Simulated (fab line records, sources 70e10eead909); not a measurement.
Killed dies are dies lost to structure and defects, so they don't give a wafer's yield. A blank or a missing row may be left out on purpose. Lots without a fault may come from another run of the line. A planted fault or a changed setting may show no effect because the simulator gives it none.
Which tool did it? | flow nand_harc | 14 lots, 42 wafers sampled, at 3 steps of a route of 1302

WHAT THE GAUGES READ, wafer by wafer
NHARC_A_CONTACT_CD_MEAS_69: target cd 300 nm.
lot  | measured     | on        | cd_nm (nm)
L193 | day 22 09:32 | cd_sem-02 | 300.3 300.5 300.5
L195 | day 22 18:43 | cd_sem-02 | 299.9 300.1 300.1
L194 | day 23 02:11 | cd_sem-01 | 300.4 300.2 300.6
L197 | day 24 03:36 | cd_sem-03 | 299.7 300.5 300.1
L199 | day 24 07:05 | cd_sem-01 | 299.9 299.3 299.5
L201 | day 25 14:39 | cd_sem-01 | - - -
L200 | day 25 15:04 | cd_sem-03 | - - -
L204 | day 27 08:10 | cd_sem-03 | 300.5 300.2 299.7
L208 | day 28 08:22 | cd_sem-01 | 299.9 298.9 299.9
L209 | day 29 03:31 | cd_sem-02 | 299.7 299.6 299.7
L211 | day 29 17:08 | cd_sem-03 | 300.1 300.8 300.6
L210 | day 29 21:08 | cd_sem-01 | 299.5 299.5 300.1
L212 | day 30 09:45 | cd_sem-01 | 299.5 299.9 300.4
L214 | day 31 07:42 | cd_sem-01 | 299.6 299.4 299.4

WHICH TOOL RAN EACH LOT (tool, then ch and the chambers of the sampled wafers, then the start)
lot  | NHARC_A_CONTACT_ETCH_90            | NHARC_A_CONTACT_EXPOSE_66
L193 | rie_diel-08 ch 0,2,3, day 22 03:13 | arfi_scanner-03 ch 0, day 22 09:24
L195 | rie_diel-03 ch 1,2, day 22 13:45   | arfi_scanner-03 ch 0, day 22 18:35
L194 | rie_diel-03 ch 0,1,2, day 22 21:13 | arfi_scanner-03 ch 0, day 23 02:02
L197 | rie_diel-03 ch 0,2,3, day 23 18:13 | arfi_scanner-01 ch 0, day 24 03:28
L199 | rie_diel-08 ch 1,2, day 24 02:03   | arfi_scanner-01 ch 0, day 24 06:57
L201 | rie_diel-03 ch 0,1,2, day 25 07:19 | arfi_scanner-02, day 25 14:31
L200 | rie_diel-03 ch 0,1,2, day 25 09:41 | arfi_scanner-03, day 25 14:55
L204 | rie_diel-03 ch 1,2,3, day 27 03:02 | arfi_scanner-03 ch 0, day 27 08:02
L208 | rie_diel-03 ch 2,3, day 28 01:09   | arfi_scanner-03 ch 0, day 28 08:13
L209 | rie_diel-03 ch 0,1,3, day 28 22:22 | arfi_scanner-02 ch 0, day 29 03:23
L211 | rie_diel-04 ch 0,1,3, day 29 10:38 | arfi_scanner-02 ch 0, day 29 17:00
L210 | rie_diel-03 ch 0,1, day 29 15:02   | arfi_scanner-02 ch 0, day 29 21:00
L212 | rie_diel-03 ch 0,1,3, day 30 03:59 | arfi_scanner-02 ch 0, day 30 09:37
L214 | rie_diel-04 ch 0,1,2, day 31 00:57 | arfi_scanner-02 ch 0, day 31 07:34
- NHARC_A_CONTACT_ETCH_90: etches the open film in CH3F/O2, target depth 40 nm, time 85.7 s.
- NHARC_A_CONTACT_EXPOSE_66: exposes mask A CC 2.

WHAT THE TOOLS THEMSELVES READ (means of the sampled wafers that have a number; where no wafer has one, the mark that the record gives instead)
NHARC_A_CONTACT_ETCH_90.
lot  | tool        | chamber_pressure_mTorr (mTorr) | drypump_motor_current_A (A) | oes_product_au (a.u.) | rf_vpp_V (V) | showerhead_plenum_p_Torr (Torr) | throttle_valve_pct (%)
L193 | rie_diel-08 | 24.983                         | 5.3                         | 0.92                  | 243.7        | 2.37                            | 20.662
L195 | rie_diel-03 | 24.996                         | 6.2                         | 0.92                  | 242.8        | 2.29                            | 20.668
L194 | rie_diel-03 | 24.992                         | 6.0                         | 0.93                  | 243.5        | 2.42                            | 20.670
L197 | rie_diel-03 | 25.010                         | 5.8                         | 0.93                  | 244.5        | 2.46                            | 20.656
L199 | rie_diel-08 | 24.998                         | 5.5                         | 1.00                  | 243.8        | 2.43                            | 20.679
L201 | rie_diel-03 | 25.014                         | 6.0                         | 1.00                  | 243.7        | 2.41                            | 20.667
L200 | rie_diel-03 | 24.996                         | 6.0                         | 0.92                  | 244.8        | 2.41                            | 20.667
L204 | rie_diel-03 | 25.006                         | 6.3                         | 0.95                  | 242.8        | 2.34                            | 20.662
L208 | rie_diel-03 | 25.003                         | 6.1                         | 1.00                  | 246.2        | 2.59                            | 20.659
L209 | rie_diel-03 | 25.007                         | 6.0                         | 0.92                  | 243.6        | 2.47                            | 20.658
L211 | rie_diel-04 | 25.024                         | 5.4                         | 0.92                  | 244.5        | 2.52                            | 20.673
L210 | rie_diel-03 | 25.025                         | 6.2                         | 0.93                  | 243.8        | 2.42                            | 20.665
L212 | rie_diel-03 | 25.015                         | 6.0                         | 1.00                  | 244.9        | 2.46                            | 20.664
L214 | rie_diel-04 | 25.024                         | 5.4                         | 0.99                  | 244.3        | 2.44                            | 20.658

NHARC_A_CONTACT_EXPOSE_66.
lot  | tool            | exposure_dose_mJ_cm2 | focus_offset_nm (nm) | stage_vel_mm_s (mm/s)
L193 | arfi_scanner-03 | 59.0                 | -0.2                 | 500.09
L195 | arfi_scanner-03 | 58.9                 | 0.1                  | 499.92
L194 | arfi_scanner-03 | 59.1                 | -0.3                 | 500.14
L197 | arfi_scanner-01 | 58.9                 | -0.1                 | 499.77
L199 | arfi_scanner-01 | 58.9                 | 0.7                  | 500.10
L201 | arfi_scanner-02 | -                    | -                    | -
L200 | arfi_scanner-03 | -                    | -                    | -
L204 | arfi_scanner-03 | 58.9                 | -0.1                 | 500.18
L208 | arfi_scanner-03 | 59.0                 | -0.2                 | 500.08
L209 | arfi_scanner-02 | 60.1                 | -0.1                 | 499.68
L211 | arfi_scanner-02 | 60.0                 | -0.4                 | 499.95
L210 | arfi_scanner-02 | 60.0                 | 0.5                  | 499.73
L212 | arfi_scanner-02 | 60.1                 | 0.0                  | 499.78
L214 | arfi_scanner-02 | 60.0                 | 0.2                  | 499.83

THE ANSWER, worked out from the rows above alone
Rule: what is usual is taken from the lots themselves. Put in order of their means at a reading, lots are off if they are a third of the lots or fewer, leave a main group of 4 or more, and stand apart from it by a gap of 3 or more times the standard deviation of the main group's means; of several such gaps the widest counts. A main group whose means are all the same, to the digits that the tables above print for the reading, isn't used. A lot without any number at a reading at which 4 lots or more have one is off too. The other lots that the step has rows for count as sound. The gauges are gone through in route order, then the tools' own readings, and for those a lot's mean is taken as printed above. The first step at which some lot is off is used, and at that step the reading that is off furthest; a lot without a number counts as furthest.
Off: L201, L200, at NHARC_A_CONTACT_CD_MEAS_69 (cd_nm). Without a number there: L201, L200. The main group: mean 300.0 nm, standard deviation 0.35.
A tool fits if, at a process step before that reading, it ran every lot that is off, and no sound lot after the first of them. The gauges at NHARC_A_CONTACT_CD_MEAS_69 aren't tried: what is off there is off at NHARC_A_CONTACT_EXPOSE_66 too, on other tools, and a gauge's error can't cause that. None of those tried fits.

WHAT THE SIMULATOR HAD PUT IN
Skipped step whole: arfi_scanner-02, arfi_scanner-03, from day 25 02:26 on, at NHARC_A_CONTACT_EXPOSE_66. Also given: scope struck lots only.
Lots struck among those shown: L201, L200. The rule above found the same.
